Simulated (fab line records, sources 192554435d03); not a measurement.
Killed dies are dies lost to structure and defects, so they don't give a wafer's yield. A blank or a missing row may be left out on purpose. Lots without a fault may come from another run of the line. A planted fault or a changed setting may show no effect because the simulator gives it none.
A struck lot beside a sound one | flow n5_finfet | 40 steps out of a route of 1938
Sound: wafers L750.3, L750.4. Struck: wafers L752.2, L752.5. (L752.1 of the same lot was not struck and is left out.) The cause comes at the end.
At each step with rows: each side's tool, then ch and its chambers, then its first start. Under that, the readings that differ: sound wafers | struck wafers | difference of the means | sigmas: that difference in standard deviations of wafers without a fault.
alike: readings whose means differ by less than 2 such deviations, and words and numbers that are the same on both sides. not compared: withheld readings, readings that some wafer has no value for, bounds like >300 that may hide the same value, and numbers for which the record gives no deviation and whose values overlap.
The two part at a step that has a row with sigmas, a row that says differs or no value, or rows on one side only. Numbers that don't overlap but have no deviation are shown without sigmas and don't part them. A reading that every wafer of one side lacks parts them only if that side has two wafers or more.

first, 12 steps without rows for these wafers: N5_HKMG_FIN_WET_ETCH_18 (etches TiN in SC1, time 55 s, target depth 5.2 nm, rinse time 30 s); N5_HKMG_FIN_STRIP_19 (strips in N2/H2, time 360 s); N5_HKMG_FIN_ALD_91 (deposits TiN, target thk 1 nm, pulse time 1 s, purge time 3 s); N5_HKMG_FIN_COAT_85 (time 60 s, resist thk 300 nm); N5_HKMG_FIN_ETCH_86 (etches SOC in N2/H2, stops on TiN, target depth 393.2 nm); N5_HKMG_FIN_STRIP_89 (strips SOC in N2/H2, time 20 s); N5_HKMG_FIN_WET_ETCH_87 (etches TiN in SC1, time 154.2 s, target depth 4.7 nm, rinse time 30 s); N5_HKMG_FIN_STRIP_88 (strips in N2/H2, time 360 s); N5_HKMG_FIN_NWFM_ALD_20 (deposits TiAlC, target thk 2 nm, pulse time 3 s, purge time 2 s); N5_HKMG_FIN_ALD_71 (deposits TiN, target thk 1 nm, pulse time 1 s, purge time 3 s); N5_HKMG_FIN_COAT_66 (time 60 s, resist thk 300 nm); N5_HKMG_FIN_ETCH_67 (etches SOC in N2/H2, stops on TiN, target depth 388.9 nm).
N5_HKMG_FIN_STRIP_90: strips SOC in N2/H2, time 20 s.
  sound on rie_diel-01 ch 0,3, day 7 06:52; struck on rie_diel-02 ch 1, day 7 14:01
  reading                | sound       | struck      | difference | sigmas
  throttle_valve_pct (%) | 19.17 18.76 | 18.36 18.36 | -0.61      | -2
  alike: drypump_motor_current_A, n2_flow_sccm, oes_product_au, rf_vpp_V, showerhead_plenum_p_Torr
  not compared: rf_hours_counter_h
then, 26 steps without rows for these wafers: N5_HKMG_FIN_WET_ETCH_73 (etches the open film in SC1, time 42.3 s, target depth 1.3 nm, rinse time 30 s); N5_HKMG_FIN_ETCHBACK_68 (etches the open film in Cl2/Ar, stops on HfO2, target depth 0.5 nm); N5_HKMG_FIN_STRIP_69 (strips in N2/H2, time 360 s); N5_HKMG_FIN_ALD_21 (deposits TiN, target thk 1.5 nm, pulse time 1 s, purge time 3 s); N5_HKMG_FIN_ALD_72 (deposits W, target thk 2 nm, pulse time 1 s, purge time 2 s); N5_HKMG_FIN_W_FILL_22 (material W, target thk 60 nm, time 18.2 s); N5_HKMG_FIN_PRECLEAN_83 (cleans in DIW, time 57.5 s); N5_HKMG_FIN_SRD_84 (dry time 32 s); N5_HKMG_FIN_CMP_23 (polishes, stops on SiNx, t overpolish 10 s, target thk 46.326 nm); N5_HKMG_FIN_CMP_94 (polishes, stops on SiNx, t overpolish 4.7 s, target thk 43.299 nm); N5_GATE_CUT_ETCHBACK_00 (etches W in SF6/Cl2); N5_GATE_CUT_ETCH_56 (etches TiN in Cl2/Ar, target depth 21.6 nm); N5_GATE_CUT_ETCHBACK_30 (etches TiN in Cl2/Ar, target depth 3 nm); N5_GATE_CUT_VAPOR_ETCH_60 (etches HfO2 in BCl3/Cl2); N5_GATE_CUT_ETCH_58 (etches SiNx in CH3F/O2, target depth 17 nm, time 128.6 s); N5_GATE_CUT_STRIP_59 (strips in N2/H2, time 20 s); N5_GATE_CUT_PRECLEAN_31 (cleans in DIW, time 300 s); N5_GATE_CUT_SRD_32 (time 30 s); N5_GATE_CUT_SAC_CAP_01 (material SiNx, target thk 24 nm, pulse time 1 s, ald cycles 480); N5_GATE_CUT_PECVD_57 (deposits SiNx from SiH4/NH3/N2, target thk 21 nm); N5_GATE_CUT_CMP_02 (polishes, stops on SiO2, t overpolish 12.7 s, target thk 0 nm); N5_GATE_CUT_HM_DEP_46 (deposits SiO2 from TEOS/O2, target thk 130 nm, time 26.6 s); N5_GATE_CUT_COAT_34 (time 60 s, resist thk 60 nm); N5_GATE_CUT_COAT_35 (time 60 s, resist thk 10 nm); N5_GATE_CUT_COAT_27 (time 60 s, resist thk 10 nm); N5_GATE_CUT_COAT_07 (resist thk 30 nm).
-- the record jumps here: 8 days lie between the struck wafers' starts before and after (it left off in module GATE_CUT and takes up again in module PASSIVATION, whose first step shown is number 1936 of the route) --
N5_PASSIVATION_PROBE_49:
  sound on prober-02, day 15 02:29; struck on prober-02, day 15 17:49
  reading                  | sound     | struck    | difference | sigmas
  defect_limited_yield (%) | 92.4 92.3 | 87.2 87.0 | -5.2       | -3
  killed_at_front_end      | 27 24     | 100 112   | +80        | +7
  killed_dies              | 90 91     | 151 153   | +62        | +3
  killed_on_rim            | 7 13      | 24 25     | +14        | +4
  sort_bin_5_function (%)  | 4.7 4.8   | 8.4 7.8   | +3.3       | +3
  sort_n_pass              | 1090 1089 | 1029 1027 | -62        | -3
  sort_yield_pct (%)       | 92.4 92.3 | 87.2 87.0 | -5.2       | -3
  alike: killed_at_M0_to_M3, killed_at_M4_up, killed_at_contacts, killed_at_other, killed_open, killed_short, sort_bin_6_memory

WHERE THEY PART
First at N5_HKMG_FIN_STRIP_90; last, within this record, at N5_PASSIVATION_PROBE_49.

WHY: what the simulator had put in
Chamber particle source: rie_diel-02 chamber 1, from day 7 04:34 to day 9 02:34, at N5_HKMG_FIN_STRIP_90. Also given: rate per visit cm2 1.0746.
